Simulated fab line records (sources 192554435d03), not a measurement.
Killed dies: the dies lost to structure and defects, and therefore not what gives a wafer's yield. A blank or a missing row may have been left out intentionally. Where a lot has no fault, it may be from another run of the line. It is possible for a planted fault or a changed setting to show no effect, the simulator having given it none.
Matching of chambers || flow n5 finfet || 3 sister chambers for N5_SDB_HM_DEP_00 on pecvd-01
The step deposits SiNx from SiH4/NH3/N2, target thk 40 nm, time 35.3 s. 3 wafers are shown with their chamber, then 8 later ones without.

EACH WAFER AND ITS CHAMBER
{"wafer": "L092.2", "chamber": 1, "throttle valve pct (%)": 44.5}
{"wafer": "L092.6", "chamber": 2, "throttle valve pct (%)": 41.6}
{"wafer": "L093.1", "chamber": 0, "throttle valve pct (%)": 38.5}

WAFERS WITHOUT THEIR CHAMBER
{"wafer": "L093.3", "throttle valve pct (%)": 41.7}
{"wafer": "L093.4", "throttle valve pct (%)": 41.3}
{"wafer": "L094.1", "throttle valve pct (%)": 44.2}
{"wafer": "L094.5", "throttle valve pct (%)": 44.4}
{"wafer": "L094.6", "throttle valve pct (%)": 41.5}
{"wafer": "L096.1", "throttle valve pct (%)": 38.7}
{"wafer": "L096.2", "throttle valve pct (%)": 41.6}
{"wafer": "L096.5", "throttle valve pct (%)": 44.6}

WHICH CHAMBER EACH ONE RAN IN
{"wafer": "L093.3", "from the rows above": 2, "in truth": 2}
{"wafer": "L093.4", "from the rows above": 2, "in truth": 2}
{"wafer": "L094.1", "from the rows above": 1, "in truth": 1}
{"wafer": "L094.5", "from the rows above": 1, "in truth": 1}
{"wafer": "L094.6", "from the rows above": 2, "in truth": 2}
{"wafer": "L096.1", "from the rows above": 0, "in truth": 0}
{"wafer": "L096.2", "from the rows above": 2, "in truth": 2}
{"wafer": "L096.5", "from the rows above": 1, "in truth": 1}
Correctly placed: 8 of 8. Can't be placed from these rows: 0. 0 placed wrongly.
How it was worked out, from the rows above alone: a wafer's distance from a chamber is the root of the sum, over the readings, of the square of ((its reading less the chamber's mean) divided by the reading's scatter). The wafer belongs to the nearest chamber; if the next one is less than 2 further off, it can't be placed. A chamber's mean is the mean of its shown wafers. The scatter: root of mean squared gap, hidden wafer to nearest shown wafer, with one shown wafer a chamber.
